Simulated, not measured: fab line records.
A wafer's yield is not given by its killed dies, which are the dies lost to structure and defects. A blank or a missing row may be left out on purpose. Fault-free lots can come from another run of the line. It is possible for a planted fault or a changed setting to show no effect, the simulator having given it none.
Comparing a struck lot with a sound one | flow n5 finfet | 21 steps out of a route of 1938
Sound: these wafers, L388.4, L388.5, L388.6. Struck: wafer L389.1 (L389.2, L389.3, from the same lot, were not struck and are left out); the cause is given at the end.
Order at every step that has rows: each side's tool, ch and its chambers, its first start. Under that, the readings that differ: sound wafers | struck wafers | difference of the means | sigmas: that difference in standard deviations of wafers without a fault.
alike: readings whose means differ by less than 2 such deviations, and words and numbers that are the same on both sides. not compared: withheld readings, readings that some wafer has no value for, bounds like >300 that may hide the same value, and numbers for which the record gives no deviation and whose values overlap.
Wherever a step has rows on one side only, a row that says differs or no value, or a row with sigmas, the two part there. Non-overlapping numbers with no deviation appear without sigmas and do not part them. A reading that every wafer of one side lacks parts them only if that side has two wafers or more.

first, 8 steps without rows for these wafers: N5_BEOL_M7_SPUTTER_48 (material Cu, target thk 10 nm, time 1.667 s); N5_BEOL_M7_ECD_50 (material Cu, target thk 300 nm); N5_BEOL_M7_ANNEAL_51 (time 90 s); N5_BEOL_M7_CMP_52 (polishes, stops on SiCOH lowk, t overpolish 6.9 s, target thk 80 nm); N5_BEOL_M7_PRE_CLEAN_55 (time 15 s); N5_BEOL_M7_DEP_56 (deposits SiCN from 3MS/NH3, target thk 10 nm, time 17.5 s); N5_BEOL_M8_ILD_DEP_00 (deposits SiCOH lowk from DEMS/porogen, target thk 179.75 nm, time 33.4 s); N5_BEOL_M8_CURE_74 (cures SiCOH lowk, time 240 s).
N5_BEOL_M8_PECVD_70: deposits SiO2 from TEOS/O2, target thk 20 nm, time 22.7 s.
  sound on pecvd-01 ch 0,1,2, day 12 21:04; struck on pecvd-01 ch 0, day 13 03:40
  alike: heater power w, rf fwd power W, showerhead plenum p Torr, throttle valve pct
then, 9 steps without rows for these wafers: N5_BEOL_M8_HM_DEP_02 (deposits TiN, target thk 20 nm); N5_BEOL_M8_COAT_59 (time 60 s, resist thk 100 nm); N5_BEOL_M8_COAT_60 (time 60 s, resist thk 35 nm); N5_BEOL_M8_COAT_05 (resist thk 90 nm); N5_BEOL_M8_EBR_07; N5_BEOL_M8_SOFTBAKE_06 (time 60 s); N5_BEOL_M8_EXPOSE_08 (exposes mask M8); N5_BEOL_M8_PEB_09 (peb time 60 s); N5_BEOL_M8_DEVELOP_10 (develop time 30 s).
N5_BEOL_M8_INSPECT_13: inspects for defects (brightfield).
  sound: defect inspect-01 at day 12 22:10; struck: defect inspect-02 at day 13 04:50
  reading          | sound       | struck | difference | sigmas
  raw defect count | 496 326 494 | 1583   | +1144      | +12
then, 1 step without rows for these wafers: N5_BEOL_M8_DESCUM_16 (chemistry O2, time 7.9 s).
-- a jump in the record: the struck wafers' starts before and after are 3 days apart (it breaks off in module BEOL_M8 and resumes in module PASSIVATION, where the first step shown is number 1936 of the route) --
N5_PASSIVATION_PROBE_49:
  only the struck wafers here have rows in the record (prober-01, day 15 21:58); the sound ones have none

WHERE THEY PART
At N5_BEOL_M8_INSPECT_13 first; at N5_PASSIVATION_PROBE_49 last (within this record only).

WHY: what had been put in by the simulator
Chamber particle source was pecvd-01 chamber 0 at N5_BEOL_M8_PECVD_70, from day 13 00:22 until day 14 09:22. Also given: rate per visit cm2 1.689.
